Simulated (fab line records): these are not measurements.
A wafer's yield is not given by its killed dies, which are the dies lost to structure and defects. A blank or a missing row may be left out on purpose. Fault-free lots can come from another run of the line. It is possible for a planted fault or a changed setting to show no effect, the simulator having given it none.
The same fault as seen by 3 desks    flow nand_harc    each desk has only its own numbers; what lay behind them comes last

METROLOGY DESK
Lot by lot, what the gauges showed, no matter which tool ran the lot: averages of those sampled wafers that carry a number. Marked OUT: a lot whose mean sits more than 4 standard deviations from the usual mean, which makes it out of limits; the brackets give that distance.
Columns: A = overlay_x_nm at NHARC_P_STI_OVL_MEAS_10, usual 0 nm; B = overlay_y_nm at NHARC_P_STI_OVL_MEAS_10, usual 0 nm
lot   first seen here  A   B
L674  day 2 19:18      3   3
L675  day 3 04:07      1   2
L676  day 3 15:44      6   -7
L678  day 4 12:20      -1  -7
L679  day 4 22:04      4   -1
L681  day 5 20:40      6   -0
L683  day 6 12:20      3   -1
L685  day 7 09:06      14  -8
L695  day 11 17:43     -7  3
L696  day 12 00:51     -2  1
L697  day 12 09:05     3   10
Finding of this desk: none of the 11 lots has anything out of limits.

FOR THE TOOL OWNER'S DESK: implanter-02
NHARC_P_ZERO_WELL_IMPLANT_55, tool's own readings: per-lot mean of the sampled wafers with a number, covering each lot this tool ran. Marked OUT: a lot whose mean sits more than 4 standard deviations from the usual mean, which makes it out of limits; the brackets give that distance.
Columns: A = beam_energy_keV at NHARC_P_ZERO_WELL_IMPLANT_55, usual 180.00; B = beam_on_s at NHARC_P_ZERO_WELL_IMPLANT_55, usual 9.99 s
lot   first seen here  A       B
L679  day 4 04:02      180.06  9.98
L681  day 5 03:15      180.01  10.06
L685  day 6 16:10      179.89  10.08
L697  day 11 16:04     179.96  10.15
Finding of this desk: none of the 4 lots has anything out of limits.

THE DEFECT DESK
Inspection counts along the route, by lot: the mean over sampled wafers that carry a number. Marked OUT: a lot whose mean sits more than 4 standard deviations from the usual mean, which makes it out of limits; the brackets give that distance.
Columns: A = raw_defect_count at NHARC_P_ZERO_WELL_INSPECT_43, usual 13
lot   first seen here  A
L674  day 2 03:43      15
L675  day 2 13:26      11
L676  day 2 23:29      11
L678  day 3 19:43      12
L679  day 4 05:29      11
L681  day 5 04:43      12
L683  day 5 21:29      12
L685  day 6 17:55      14
L690  day 8 21:29      10
L691  day 9 05:28      18
L695  day 10 21:49     13
L696  day 11 07:43     16
L697  day 11 17:34     11
Finding of this desk: none of the 13 lots has anything out of limits.

BROUGHT TOGETHER
Metrology desk: nothing out of limits seen.
The desk of the tool owner found nothing out of limits.
Nothing the defect desk looked at was out of limits.

WHAT THE SIMULATOR HAD PUT IN
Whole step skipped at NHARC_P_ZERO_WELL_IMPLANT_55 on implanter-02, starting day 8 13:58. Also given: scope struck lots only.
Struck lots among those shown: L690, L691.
